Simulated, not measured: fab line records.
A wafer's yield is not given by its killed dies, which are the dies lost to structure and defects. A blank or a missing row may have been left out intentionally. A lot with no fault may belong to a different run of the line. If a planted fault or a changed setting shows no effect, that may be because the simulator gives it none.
Struck lot and sound lot, side by side / flow nand harc / 14 steps out of a route of 1159
Sound: the wafers L239.1, L239.4, L239.5. Wafers struck: L255.1, L255.2, L255.4. The cause is named last.
At each step with rows: each side's tool, then ch and its chambers, then its first start. Under that, the readings that differ: sound wafers / struck wafers / difference of the means / sigmas: that difference in standard deviations of wafers without a fault.
alike: a reading whose means differ by less than 2 such deviations, as well as words and numbers matching on both sides. not compared: withheld readings; readings where some wafer has no value; bounds like >300 that might hide an equal value; numbers whose values overlap and for which the record gives no deviation.
Wherever a step has rows on one side only, a row that says differs or no value, or a row with sigmas, the two part there. Non-overlapping numbers with no deviation appear without sigmas and do not part them. A reading missing from all wafers of one side parts the sides only when that side holds two or more wafers.

first, 2 steps without rows for these wafers: NHARC_A_STAIRCASE_ETCH_223 (etches the open film in C4F8/O2, target depth 100 nm, time 40.5 s); NHARC_A_STAIRCASE_TRIM_224 (chemistry O2, time 211.2 s).
NHARC_A_STAIRCASE_ETCH_225: etches the open film in C4F8/O2, target depth 100 nm, time 40.5 s.
  sound on rie diel-06 ch 0,1,2; struck on rie diel-06 ch 0,2,3
  alike: oes product au, rf vpp V
  not compared: rf hours counter h
NHARC_A_STAIRCASE_TRIM_226: chemistry O2, time 211.2 s.
  sound on rie diel-06 ch 0,1; struck on rie diel-06 ch 1,2,3
  alike: drypump motor current A, mfc ar sccm, oes product au, rf vpp V, showerhead plenum p Torr, throttle valve pct
  not compared: rf hours counter h
NHARC_A_STAIRCASE_ETCH_227: etches the open film in C4F8/O2, target depth 100 nm, time 40.5 s.
  sound on rie diel-06 ch 0,2; struck on rie diel-06 ch 0,1,2
  alike: oes product au, rf vpp V
  not compared: rf hours counter h
NHARC_A_STAIRCASE_TRIM_229: chemistry O2, time 211.2 s.
  sound on rie diel-06 ch 0,2, day 11 23:55; struck on rie diel-06 ch 0,2,3, day 16 14:28
  alike: drypump motor current A, mfc ar sccm, oes product au, rf vpp V, showerhead plenum p Torr, throttle valve pct
  not compared: rf hours counter h
then, 1 step without rows for these wafers: NHARC_A_STAIRCASE_ETCH_230 (etches the open film in C4F8/O2, target depth 100 nm, time 40.5 s).
NHARC_A_STAIRCASE_TRIM_231: chemistry O2, time 211.2 s.
  sound on rie diel-06 ch 0,1; struck on rie diel-06 ch 1,2,3
  alike: drypump motor current A, mfc ar sccm, oes product au, rf vpp V, showerhead plenum p Torr, throttle valve pct
  not compared: rf hours counter h
then, 3 steps without rows for these wafers: NHARC_A_STAIRCASE_ETCH_232 (etches the open film in C4F8/O2, target depth 100 nm, time 40.5 s); NHARC_A_STAIRCASE_TRIM_233 (chemistry O2, time 211.2 s); NHARC_A_STAIRCASE_ETCH_234 (etches the open film in C4F8/O2, target depth 100 nm, time 40.5 s).
NHARC_A_STAIRCASE_TRIM_235: chemistry O2, time 211.2 s.
  sound on rie diel-06 ch 0,1,2, day 12 01:01; struck on rie diel-06 ch 0,1,2, day 16 15:13
reading=oes product au (a.u.); sound=0.989 0.991 0.986; struck=1.224 1.216 1.240; difference=+0.238; sigmas=+20
  alike: drypump motor current A, mfc ar sccm, rf vpp V, showerhead plenum p Torr, throttle valve pct
  not compared: rf hours counter h
then, 1 step without rows for these wafers: NHARC_A_STAIRCASE_ETCH_236 (etches the open film in C4F8/O2, target depth 100 nm, time 40.5 s).
-- the record jumps here: 9 days lie between the struck wafers' starts before and after (it left off in module A_STAIRCASE and takes up again in module END, whose first step shown is number 1159 of the route) --
NHARC_END_SORT_01:
  sound on prober-01 ch 0, day 19 21:19; struck on prober-01 ch 0, day 25 06:10
reading=killed at array; sound=16 25 17; struck=644 670 644; difference=+633; sigmas=+63
reading=killed dies; sound=16 25 18; struck=647 672 646; difference=+635; sigmas=+58
  alike: killed at other, killed at periphery, killed open, killed short

## WHERE THEY PART
Earliest at NHARC_A_STAIRCASE_TRIM_235; latest, in this record, at NHARC_END_SORT_01.

WHY: whatever the simulator had introduced
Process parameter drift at NHARC_A_STAIRCASE_TRIM_235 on rie diel-06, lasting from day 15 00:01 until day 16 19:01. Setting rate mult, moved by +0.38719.
